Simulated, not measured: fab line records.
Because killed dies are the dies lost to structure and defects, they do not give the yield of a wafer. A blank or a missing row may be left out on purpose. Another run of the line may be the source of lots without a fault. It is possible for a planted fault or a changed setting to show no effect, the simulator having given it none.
Split-lot study / flow n5_finfet / 7 lots, 21 wafers read, on a route of 1938 steps

## THE SPLIT
At N5_MIM_BOT_LITHO_EXPOSE_05 (exposes mask MIM BOT), the setting dose_mj was moved away from the recipe's 24.25 on 3 of the 21 wafers read, by +4.5% to +6.8%. All remaining wafers had this setting at the recipe value.

## FROM THE SPLIT TO THE READING: what the file shows between them, 3 steps
- N5_MIM_BOT_LITHO_PEB_06
- N5_MIM_BOT_LITHO_DEVELOP_07: develop time 60 s
- N5_MIM_BOT_LITHO_HARDBAKE_09: time 120 s

## THE READING
Shown in nm: cd_nm at N5_MIM_BOT_LITHO_CD_MEAS_08, with target cd 3000 nm. A value of 2998.2 nm with a standard deviation of 2.5 nm is what fault-free wafers of this fab line usually give.

wafer=L077.1; tool, chamber at the split=krf_scanner-02, 0; dose_mj as run=24.25; against the recipe=recipe; cd_nm, nm=3000.5; against lot-mates on the recipe=-
wafer=L077.5; tool, chamber at the split=krf_scanner-02, 0; dose_mj as run=24.25; against the recipe=recipe; cd_nm, nm=2998.0; against lot-mates on the recipe=-
wafer=L077.6; tool, chamber at the split=krf_scanner-02, 0; dose_mj as run=24.25; against the recipe=recipe; cd_nm, nm=2996.5; against lot-mates on the recipe=-
wafer=L074.1; tool, chamber at the split=krf_scanner-01, 0; dose_mj as run=24.25; against the recipe=recipe; cd_nm, nm=2996.6; against lot-mates on the recipe=-
wafer=L074.3; tool, chamber at the split=krf_scanner-01, 0; dose_mj as run=25.34; against the recipe=+4.5%; cd_nm, nm=3003.4; against lot-mates on the recipe=+6.8
wafer=L074.4; tool, chamber at the split=krf_scanner-01, 0; dose_mj as run=25.34; against the recipe=+4.5%; cd_nm, nm=3004.9; against lot-mates on the recipe=+8.3
wafer=L079.3; tool, chamber at the split=krf_scanner-02, 0; dose_mj as run=24.25; against the recipe=recipe; cd_nm, nm=2994.5; against lot-mates on the recipe=-
wafer=L079.4; tool, chamber at the split=krf_scanner-02, 0; dose_mj as run=24.25; against the recipe=recipe; cd_nm, nm=2999.9; against lot-mates on the recipe=-
wafer=L079.5; tool, chamber at the split=krf_scanner-02, 0; dose_mj as run=24.25; against the recipe=recipe; cd_nm, nm=2998.5; against lot-mates on the recipe=-
wafer=L083.1; tool, chamber at the split=krf_scanner-02, 0; dose_mj as run=25.91; against the recipe=+6.8%; cd_nm, nm=3009.4; against lot-mates on the recipe=+12.2
wafer=L083.2; tool, chamber at the split=krf_scanner-02, 0; dose_mj as run=24.25; against the recipe=recipe; cd_nm, nm=2995.4; against lot-mates on the recipe=-
wafer=L083.4; tool, chamber at the split=krf_scanner-02, 0; dose_mj as run=24.25; against the recipe=recipe; cd_nm, nm=2999.0; against lot-mates on the recipe=-
wafer=L091.2; tool, chamber at the split=krf_scanner-02, 0; dose_mj as run=24.25; against the recipe=recipe; cd_nm, nm=2998.1; against lot-mates on the recipe=-
wafer=L091.5; tool, chamber at the split=krf_scanner-02, 0; dose_mj as run=24.25; against the recipe=recipe; cd_nm, nm=2997.3; against lot-mates on the recipe=-
wafer=L091.6; tool, chamber at the split=krf_scanner-02, 0; dose_mj as run=24.25; against the recipe=recipe; cd_nm, nm=3000.1; against lot-mates on the recipe=-
wafer=L092.2; tool, chamber at the split=krf_scanner-01, 0; dose_mj as run=24.25; against the recipe=recipe; cd_nm, nm=2993.5; against lot-mates on the recipe=-
wafer=L092.3; tool, chamber at the split=krf_scanner-01, 0; dose_mj as run=24.25; against the recipe=recipe; cd_nm, nm=2996.7; against lot-mates on the recipe=-
wafer=L092.4; tool, chamber at the split=krf_scanner-01, 0; dose_mj as run=24.25; against the recipe=recipe; cd_nm, nm=2995.5; against lot-mates on the recipe=-
wafer=L094.1; tool, chamber at the split=krf_scanner-01, 0; dose_mj as run=24.25; against the recipe=recipe; cd_nm, nm=2997.1; against lot-mates on the recipe=-
wafer=L094.3; tool, chamber at the split=krf_scanner-01, 0; dose_mj as run=24.25; against the recipe=recipe; cd_nm, nm=2996.2; against lot-mates on the recipe=-
wafer=L094.6; tool, chamber at the split=krf_scanner-01, 0; dose_mj as run=24.25; against the recipe=recipe; cd_nm, nm=2996.9; against lot-mates on the recipe=-

THE FIT
A straight line over all 21 wafers: cd_nm changes by +1.67 nm for each +1% of dose_mj; r = +0.87; the points scatter about the line by 1.8 nm.
The same after taking each lot's own level away (the mean of its wafers on the recipe; 21 wafers): +1.74 nm for each +1%; r = +0.92; scatter 1.5 nm.
The reading moves by 12 nm for the largest change in dose_mj, on that fit.
Across the lots, their own levels run from 2995.23 to 2998.50 nm, a range of 1.3 times the standard deviation given above.
So the lot-to-lot level changes the slope little: the two slopes agree.
Check: for one of the wafers moved furthest among these (+6.8%), held out of the fit, the line's prediction against its lot-mates is +11.5 nm. It came out at +12.2 nm against them.

## THESE WAFERS: OTHER SPLITS
These wafers also went through other splits before the reading. Each is held against what the fit with the lots' levels taken away leaves over:
other split on the same wafers=N5_BEOL_M14_ILD_DEP_00 time_s; wafers away from the commonest value=7; r with cd_nm (lot level and that fit taken away)=-0.11
other split on the same wafers=N5_BEOL_M14_EXPOSE_07 dose_mj; wafers away from the commonest value=8; r with cd_nm (lot level and that fit taken away)=+0.13
other split on the same wafers=N5_BEOL_M15_DEP_53 time_s; wafers away from the commonest value=9; r with cd_nm (lot level and that fit taken away)=-0.16
other split on the same wafers=N5_MIM_TOP_SPUTTER_03 time_s; wafers away from the commonest value=7; r with cd_nm (lot level and that fit taken away)=-0.03

## FILE'S OWN FIT
cd_nm changes by +1.76 nm for each +1% of dose_mj, r = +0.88.
